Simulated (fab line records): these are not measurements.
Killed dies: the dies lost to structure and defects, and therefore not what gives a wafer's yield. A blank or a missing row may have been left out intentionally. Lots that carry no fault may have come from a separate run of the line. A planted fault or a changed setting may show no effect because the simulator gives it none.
A struck lot beside a sound one ; flow n5_finfet ; 14 steps out of a route of 1938
Sound: wafers L780.1, L780.4, L780.6. Wafers struck: L792.1, L792.3, L792.4. The cause is given at the end.
Order at every step that has rows: each side's tool, ch and its chambers, its first start. Under that, the readings that differ: sound wafers ; struck wafers ; difference of the means ; sigmas: that difference in standard deviations of wafers without a fault.
alike: words and numbers the same on both sides, and readings whose means are apart by under 2 such deviations; not compared: readings that were withheld, readings missing a value for some wafer, numbers with overlapping values and no deviation given by the record, and bounds like >300 which may hide the same value.
Wherever a step has rows on one side only, a row that says differs or no value, or a row with sigmas, the two part there. Numbers that don't overlap but have no deviation are shown without sigmas and don't part them. Lack of a reading on every wafer of one side parts them only where that side has two or more wafers.

first, 2 steps without rows for these wafers: N5_PASSIVATION_DEVELOP_43 (develop time 60 s); N5_PASSIVATION_HARDBAKE_45 (time 120 s).
N5_PASSIVATION_CD_MEAS_44: the cd target is 40000 nm.
  sound on cd_sem-03 ch 0, day 14 10:30; struck on cd_sem-03 ch 0, day 17 23:23
  alike: cd_nm
N5_PASSIVATION_OVL_MEAS_66:
  sound on overlay-02 ch 0, day 14 10:32; struck on overlay-01 ch 0, day 17 23:25
  alike: PASS_OPEN_OVL
N5_PASSIVATION_INSPECT_67: inspects for defects (macro).
  sound on defect_inspect-02 at day 14 10:33; struck on defect_inspect-01 at day 17 23:26
  alike: raw_defect_count
N5_PASSIVATION_DESCUM_46: chemistry O2, time 7.9 s.
  sound on rie_diel-04 ch 1,2, day 14 10:35; struck on rie_diel-02 ch 1,2,3, day 18 02:22
reading;sound;struck;difference;sigmas
rf_vpp_V (V);241.5 241.7 239.8;245.4 243.1 243.2;+2.9;+2
  alike: drypump_motor_current_A, oes_product_au, showerhead_plenum_p_Torr, throttle_valve_pct
  not compared: rf_hours_counter_h
N5_PASSIVATION_PASS_ETCH_47: etches SiNx in CF4/O2, target depth 770 nm, time 385 s.
  sound on rie_diel-04 ch 1,2, day 14 10:37; struck on rie_diel-02 ch 1,2,3, day 18 02:23
  alike: cf4_flow_sccm, drypump_motor_current_A, mfc_ar_sccm, oes_ar_750_au, oes_product_au, rf_vpp_V, showerhead_plenum_p_Torr, throttle_valve_pct
  not compared: rf_hours_counter_h
N5_PASSIVATION_ETCH_54: etches SiO2 in CHF3/O2, target depth 880 nm, time 440 s.
  sound on rie_diel-04 ch 1,2, day 14 10:51; struck on rie_diel-02 ch 1,2,3, day 18 02:37
  alike: drypump_motor_current_A, mfc_ar_sccm, oes_ar_750_au, oes_product_au, rf_vpp_V, showerhead_plenum_p_Torr, throttle_valve_pct
  not compared: rf_hours_counter_h
N5_PASSIVATION_STRIP_48: strips in O2.
  sound on rie_diel-04 ch 1,2, day 14 11:08; struck on rie_diel-02 ch 1,2,3, day 18 02:55
  alike: drypump_motor_current_A, oes_product_au, rf_vpp_V, showerhead_plenum_p_Torr, throttle_valve_pct
  not compared: rf_hours_counter_h
then, 3 steps without rows for these wafers: N5_PASSIVATION_STRIP_52 (strips in post etch residue remover, time 1200 s); N5_PASSIVATION_CLEAN_71 (cleans in IPA, time 180 s); N5_PASSIVATION_SRD_72 (time 30 s).
N5_PASSIVATION_ANNEAL_56: time 1800 s.
  struck on furnace-01, day 18 03:25; sound on furnace-01 ch 0, day 14 11:38
  no value came back on the struck wafers for spike_tc_bottom_C (C), spike_tc_centre_C (C); on the sound wafers spike_tc_bottom_C (C) reads 424.7 423.6 425.9
then, 1 step without rows for these wafers: N5_PASSIVATION_PROBE_49.

== WHERE THEY PART ==
First at N5_PASSIVATION_DESCUM_46; last, within this record, at N5_PASSIVATION_ANNEAL_56.

WHY: what the simulator had put in
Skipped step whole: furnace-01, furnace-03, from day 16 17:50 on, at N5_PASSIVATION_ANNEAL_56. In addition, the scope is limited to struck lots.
